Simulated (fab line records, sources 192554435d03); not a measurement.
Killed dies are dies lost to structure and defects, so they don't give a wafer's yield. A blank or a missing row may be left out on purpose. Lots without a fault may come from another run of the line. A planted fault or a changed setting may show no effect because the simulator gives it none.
Chamber matching | flow n5_finfet | N5_BEOL_M7_STRIP_19 on rie_diel-06: 4 sister chambers
The step strips in O2. 18 wafers are shown with their chamber, then 9 later ones without.

WAFERS WITH THEIR CHAMBER
wafer  | chamber | throttle_valve_pct (%) | oes_product_au (a.u.) | chamber_pressure_mTorr (mTorr)
L078.2 | 0       | 16.62                  | 0.73                  | 30.06
L078.3 | 3       | 16.53                  | 0.81                  | 29.98
L078.6 | 1       | 16.47                  | 0.72                  | 30.01
L083.1 | 1       | 16.49                  | 0.72                  | 30.03
L083.2 | 3       | 16.53                  | 0.82                  | 29.98
L083.5 | 3       | 16.53                  | 0.82                  | 30.03
L076.1 | 3       | 16.52                  | 0.81                  | 30.00
L076.5 | 2       | 16.89                  | 0.75                  | 30.04
L076.6 | 3       | 16.55                  | 0.81                  | 30.06
L081.1 | 1       | 16.49                  | 0.71                  | 29.99
L081.2 | 0       | 16.63                  | 0.73                  | 30.00
L081.4 | 3       | 16.56                  | 0.82                  | 29.95
L079.1 | 1       | 16.49                  | 0.71                  | 30.04
L079.2 | 0       | 16.61                  | 0.72                  | 30.04
L079.3 | 3       | 16.52                  | 0.81                  | 30.00
L082.1 | 0       | 16.63                  | 0.72                  | 29.96
L082.2 | 3       | 16.54                  | 0.82                  | 30.01
L082.5 | 0       | 16.63                  | 0.72                  | 30.02

SIGNATURES (means of the wafers above)
reading                | chamber 0 | chamber 1 | chamber 2 | chamber 3 | scatter within a chamber
throttle_valve_pct     | 16.6240   | 16.4850   | 16.8900   | 16.5350   | 0.012
oes_product_au         | 0.7240    | 0.7150    | 0.7500    | 0.8150    | 0.00548
chamber_pressure_mTorr | 30.0160   | 30.0175   | 30.0400   | 30.0012   | 0.033
Rule: a wafer's distance from a chamber is the root of the sum, over the readings, of the square of ((its reading less the chamber's mean) divided by the reading's scatter). The wafer belongs to the nearest chamber; if the next one is less than 2 further off, it can't be placed. The scatter: the root of (the sum of the squares of (reading less its chamber's mean) over the shown wafers, divided by (wafers less chambers)).

WAFERS WITHOUT THEIR CHAMBER
wafer  | throttle_valve_pct (%) | oes_product_au (a.u.) | chamber_pressure_mTorr (mTorr)
L091.1 | 16.50                  | 0.71                  | 30.07
L091.3 | 16.57                  | 0.80                  | 29.97
L091.6 | 16.48                  | 0.71                  | 29.99
L094.1 | 16.57                  | 0.78                  | 29.97
L094.2 | 16.94                  | 0.74                  | 29.99
L094.5 | 16.94                  | 0.73                  | 30.01
L095.1 | 16.60                  | 0.79                  | 29.96
L095.5 | 16.59                  | 0.79                  | 29.96
L095.6 | 16.68                  | 0.72                  | 30.05

WHICH CHAMBER EACH WENT THROUGH
wafer  | from the rows above | in truth
L091.1 | 1                   | 1
L091.3 | 3                   | 3
L091.6 | 1                   | 1
L094.1 | 3                   | 3
L094.2 | 2                   | 2
L094.5 | 2                   | 2
L095.1 | 3                   | 3
L095.5 | 3                   | 3
L095.6 | 0                   | 0
Placed correctly: 9 of 9. Can't be placed from these rows: 0. Placed wrongly: 0.
